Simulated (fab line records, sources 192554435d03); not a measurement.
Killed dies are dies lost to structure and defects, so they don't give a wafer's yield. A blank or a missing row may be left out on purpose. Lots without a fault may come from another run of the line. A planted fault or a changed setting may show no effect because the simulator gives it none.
Chamber matching | flow n5_finfet | N5_BEOL_M0_TRENCH_ETCH_107 on rie_diel-02: 4 sister chambers
The step etches SiOC in C4F6/O2, target depth 32.8 nm, time 16.4 s. 4 wafers are shown with their chamber, then 8 later ones without.

WAFERS WITH THEIR CHAMBER
wafer  | chamber | showerhead_plenum_p_Torr (Torr)
L080.1 | 2       | 2.86
L082.5 | 1       | 3.02
L082.6 | 0       | 2.93
L091.1 | 3       | 3.03

WAFERS WITHOUT THEIR CHAMBER
wafer  | showerhead_plenum_p_Torr (Torr)
L091.5 | 3.01
L091.6 | 2.85
L094.2 | 2.85
L094.4 | 3.01
L094.6 | 3.01
L095.1 | 3.00
L095.4 | 2.92
L095.5 | 3.00

WHICH CHAMBER EACH WENT THROUGH
wafer  | from the rows above     | in truth
L091.5 | can't be placed: 1 or 3 | 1
L091.6 | 2                       | 2
L094.2 | 2                       | 2
L094.4 | can't be placed: 1 or 3 | 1
L094.6 | can't be placed: 1 or 3 | 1
L095.1 | can't be placed: 1 or 3 | 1
L095.4 | 0                       | 0
L095.5 | can't be placed: 1 or 3 | 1
Placed correctly: 3 of 8. Can't be placed from these rows: 5 (the true chamber is among the candidates in 5). Placed wrongly: 0.
How it was worked out, from the rows above alone: a wafer's distance from a chamber is the root of the sum, over the readings, of the square of ((its reading less the chamber's mean) divided by the reading's scatter). The wafer belongs to the nearest chamber; if the next one is less than 2 further off, it can't be placed. A chamber's mean is the mean of its shown wafers. The scatter: with one shown wafer a chamber, the root of the mean of the squares of how far each hidden wafer lies from its nearest shown one.
